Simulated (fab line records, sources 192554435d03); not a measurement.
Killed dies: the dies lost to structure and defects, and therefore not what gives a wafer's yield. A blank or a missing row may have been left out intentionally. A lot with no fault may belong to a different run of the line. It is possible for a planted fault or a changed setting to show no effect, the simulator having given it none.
The same fault as seen by 2 desks | flow n5-finfet | each desk has only its own numbers; what lay behind them comes last

FOR THE TOOL OWNER'S DESK: cmp-02
The tool's own readings at N5_ILD0_CMP_03 (polishes, stops on SiNx, t overpolish 1.9 s, target thk 197.38 nm): means of the sampled wafers that have a number, for each lot that ran on this tool. The brackets show how far a lot's mean lies from the usual mean; more than 4 standard deviations puts the lot out of limits, marked OUT.
Columns: A = motor-current-A at N5_ILD0_CMP_03, usual 12.4 A; B = overpolish-run-s at N5_ILD0_CMP_03, usual 1.900 s; C = platen-rpm at N5_ILD0_CMP_03, usual 51.79 rpm; D = time-to-endpoint-s at N5_ILD0_CMP_03, usual 70 s
lot  | first seen here | A    | B     | C               | D
L106 | day 4 09:08     | 14.3 | 1.909 | 51.81           | 69
L111 | day 5 17:11     | 13.3 | 1.899 | 51.77           | 68
L119 | day 7 14:17     | 13.3 | 1.901 | 51.07 (-19) OUT | 66
This desk's finding: out of limits on L119; first on L119, day 7 14:17 (platen-rpm at N5_ILD0_CMP_03). Within limits: L106, L111.

FROM THE METROLOGY DESK
Lot by lot, what the gauges showed, no matter which tool ran the lot: averages of those sampled wafers that carry a number. The brackets show how far a lot's mean lies from the usual mean; more than 4 standard deviations puts the lot out of limits, marked OUT. It has 11 readings; the 7 that lie furthest out on some lot are the ones shown.
Columns: A = DIBL_N at N5_BEOL_M4_RC_MEAS_101, usual 36.4 mV/V; B = IOFF_N at N5_BEOL_M4_RC_MEAS_101, usual 0.159 nA/um; C = IOFF_P at N5_BEOL_M4_RC_MEAS_101, usual 0.21 nA/um; D = ION_N at N5_BEOL_M4_RC_MEAS_101, usual 670 uA/um; E = ION_P at N5_BEOL_M4_RC_MEAS_101, usual 459 uA/um; F = SS_N at N5_BEOL_M4_RC_MEAS_101, usual 71.5 mV/dec; G = VT_P at N5_BEOL_M4_RC_MEAS_101, usual -250 mV
lot  | first seen here | A    | B     | C    | D   | E   | F    | G
L106 | day 4 09:45     | 38.4 | 0.218 | 0.27 | 693 | 473 | 72.4 | -245
L109 | day 5 02:56     | 36.8 | 0.180 | 0.26 | 679 | 470 | 71.8 | -247
L111 | day 5 17:46     | 35.2 | 0.148 | 0.17 | 667 | 452 | 72.0 | -254
L112 | day 5 23:11     | 38.2 | 0.178 | 0.26 | 680 | 468 | 71.6 | -245
L115 | day 6 20:51     | 36.3 | 0.140 | 0.20 | 663 | 460 | 71.3 | -250
L119 | day 7 14:54     | 33.8 | 0.131 | 0.18 | 664 | 460 | 70.4 | -250
L122 | day 8 11:14     | 37.5 | 0.173 | 0.23 | 672 | 458 | 71.8 | -249
L124 | day 8 19:04     | 37.0 | 0.152 | 0.17 | 666 | 450 | 71.8 | -258
L126 | day 9 12:11     | 34.2 | 0.137 | 0.23 | 663 | 466 | 71.2 | -246
This desk's verdict: no lot among the 9 shows anything out of limits.

TAKEN TOGETHER
At day 7 14:17, on L119, the tool owner's desk was in a position to raise an alarm.
The metrology desk saw nothing out of limits.
The metrology desk has L119 on record, within its limits.
All the named lots went through N5_ILD0_CMP_03 on cmp-02.

WHAT THE SIMULATOR PUT IN
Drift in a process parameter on cmp-02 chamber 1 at N5_ILD0_CMP_03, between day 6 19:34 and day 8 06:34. Setting platen-rpm, moved by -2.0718, from 51.796. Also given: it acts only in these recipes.
Shown lots that were struck: L119.
Delay in hours, fault start to first out-of-limits reading, by desk: the tool owner's desk at 19.
